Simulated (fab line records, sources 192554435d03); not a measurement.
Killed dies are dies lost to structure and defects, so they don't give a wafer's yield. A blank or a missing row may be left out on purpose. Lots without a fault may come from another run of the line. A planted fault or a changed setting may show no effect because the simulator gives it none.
Split-lot experiment | flow n5_finfet | 7 lots, 39 wafers read, on a route of 1938 steps

THE SPLIT
At N5_BEOL_M5_ILD_DEP_00 (deposits SiCOH lowk from DEMS/porogen, target thk 140.64 nm, time 25.9 s), the setting time_s was moved away from the recipe's 25.9 s on 6 of the 39 wafers read, by -52.7% to +42.5%. The other wafers ran this setting at the recipe's value.

FROM THE SPLIT TO THE READING: what the file shows between them, 1 step
- N5_BEOL_M5_CURE_79: cures SiCOH lowk, time 240 s

THE READING
M5_ILD_THK, in nm, at N5_BEOL_M5_THK_MEAS_01. Fault-free wafers of this fab line usually give 120.2 nm, standard deviation 1.8 nm.

wafer  | tool, chamber at the split | time_s as run, s | against the recipe | M5_ILD_THK, nm | against lot-mates on the recipe
L079.1 | pecvd-02, 0                | 25.9             | recipe             | 122.3          | -
L079.2 | pecvd-02, 1                | 25.9             | recipe             | 121.2          | -
L079.3 | pecvd-02, 2                | 25.9             | recipe             | 119.2          | -
L079.4 | pecvd-02, 1                | 25.9             | recipe             | 121.8          | -
L079.5 | pecvd-02, 2                | 25.9             | recipe             | 121.6          | -
L079.6 | pecvd-02, 0                | 25.9             | recipe             | 124.3          | -
L080.1 | pecvd-03, 0                | 36.9             | +42.5%             | 169.5          | +48.5
L080.2 | pecvd-03, 2                | 25.9             | recipe             | 119.2          | -
L080.3 | pecvd-03, 1                | 25.9             | recipe             | 121.6          | -
L080.4 | pecvd-03, 2                | 25.9             | recipe             | 122.2          | -
L080.5 | pecvd-03, 1                | 36.9             | +42.5%             | 174.2          | +53.2
L080.6 | pecvd-03, 0                | 36.9             | +42.5%             | 171.7          | +50.7
L082.1 | pecvd-02, 2                | 25.9             | recipe             | 119.5          | -
L082.2 | pecvd-02, 1                | 12.26            | -52.7%             | 58.6           | -61.8
L082.3 | pecvd-02, 0                | 12.26            | -52.7%             | 58.1           | -62.3
L082.4 | pecvd-02, 0                | 25.9             | recipe             | 121.2          | -
L082.5 | pecvd-02, 1                | 12.26            | -52.7%             | 57.2           | -63.2
L082.6 | pecvd-02, 2                | 25.9             | recipe             | 120.5          | -
L090.3 | pecvd-01, 1                | 25.9             | recipe             | 121.8          | -
L090.5 | pecvd-01, 2                | 25.9             | recipe             | 120.0          | -
L090.6 | pecvd-01, 1                | 25.9             | recipe             | 123.4          | -
L091.1 | pecvd-01, 1                | 25.9             | recipe             | 120.1          | -
L091.2 | pecvd-01, 2                | 25.9             | recipe             | 116.7          | -
L091.3 | pecvd-01, 0                | 25.9             | recipe             | 120.0          | -
L091.4 | pecvd-01, 1,0              | 25.9             | recipe             | 121.7          | -
L091.5 | pecvd-01, 2                | 25.9             | recipe             | 118.3          | -
L091.6 | pecvd-01, 1,0              | 25.9             | recipe             | 121.5          | -
L093.1 | pecvd-02, 2                | 25.9             | recipe             | 116.9          | -
L093.2 | pecvd-02, 1                | 25.9             | recipe             | 115.1          | -
L093.3 | pecvd-02, 0                | 25.9             | recipe             | 115.9          | -
L093.4 | pecvd-02, 2                | 25.9             | recipe             | 117.5          | -
L093.5 | pecvd-02, 1                | 25.9             | recipe             | 117.7          | -
L093.6 | pecvd-02, 0                | 25.9             | recipe             | 119.3          | -
L096.1 | pecvd-02, 0,1              | 25.9             | recipe             | 120.2          | -
L096.2 | pecvd-02, 1                | 25.9             | recipe             | 119.0          | -
L096.3 | pecvd-02, 1                | 25.9             | recipe             | 119.9          | -
L096.4 | pecvd-02, 0                | 25.9             | recipe             | 122.0          | -
L096.5 | pecvd-02, 0,1              | 25.9             | recipe             | 120.2          | -
L096.6 | pecvd-02, 0                | 25.9             | recipe             | 121.9          | -
Where a row lists several chambers, the file gives one row for several wafers and doesn't say which wafer went through which chamber.

THE FIT
A straight line over all 39 wafers: M5_ILD_THK changes by +1.19 nm for each +1% of time_s; r = +1.00; the points scatter about the line by 2.1 nm.
The same after taking each lot's own level away (the mean of its wafers on the recipe; 39 wafers): +1.19 nm for each +1%; r = +1.00; scatter 1.4 nm.
On that fit, the largest move of time_s shifts the reading by 63 nm.
The lots' own levels span 117.07 to 121.73 nm, that is 2.6 times the standard deviation above.
So the lot-to-lot level changes the slope little: the two slopes agree.
Check: with one of the wafers moved furthest among these (-52.7%) left out of the fit, the line predicts -62.9 nm for it against its lot-mates. It came out at -61.8 nm against them.

OTHER SPLITS ON THESE WAFERS
These wafers also went through other splits before the reading. Each is held against what the fit with the lots' levels taken away leaves over:
other split on the same wafers      | wafers away from the commonest value | r with M5_ILD_THK (lot level and that fit taken away)
N5_FIN_SAQP_HM_DEP_03 target_thk_a  | 18                                   | +0.01
N5_MOL_CONTACT_COAG_PECVD_31 time_s | 15                                   | -0.11
N5_BEOL_M0_DEP_125 target_thk_a     | 15                                   | +0.07
N5_BEOL_M2_ETCHBACK_99 time_s       | 18                                   | -0.07

THE WHOLE CHAIN: every reading that the file lists as answering this split, in the file's order
step                   | what it does                                                             | reading                                                                                  | change (the file's fit)              | r (the file's)
N5_BEOL_M5_ILD_DEP_00  | deposits SiCOH lowk from DEMS/porogen, target thk 140.64 nm, time 25.9 s | SiCOH_lowk_of_BEOL_M5_ILD_DEP_00.thk_nm (the simulator's own value, which no gauge read) | +1.37 nm for each +1% of the setting | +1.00
N5_BEOL_M5_CURE_79     | cures SiCOH lowk, time 240 s                                             | SiCOH_lowk_of_BEOL_M5_ILD_DEP_00.thk_nm (the simulator's own value, which no gauge read) | +1.19 nm for each +1% of the setting | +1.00
N5_BEOL_M5_THK_MEAS_01 |                                                                          | M5_ILD_THK                                                                               | +1.19 for each +1% of the setting    | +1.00

THE FILE'S OWN FIT
M5_ILD_THK changes by +1.19 nm for each +1% of time_s, r = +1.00.
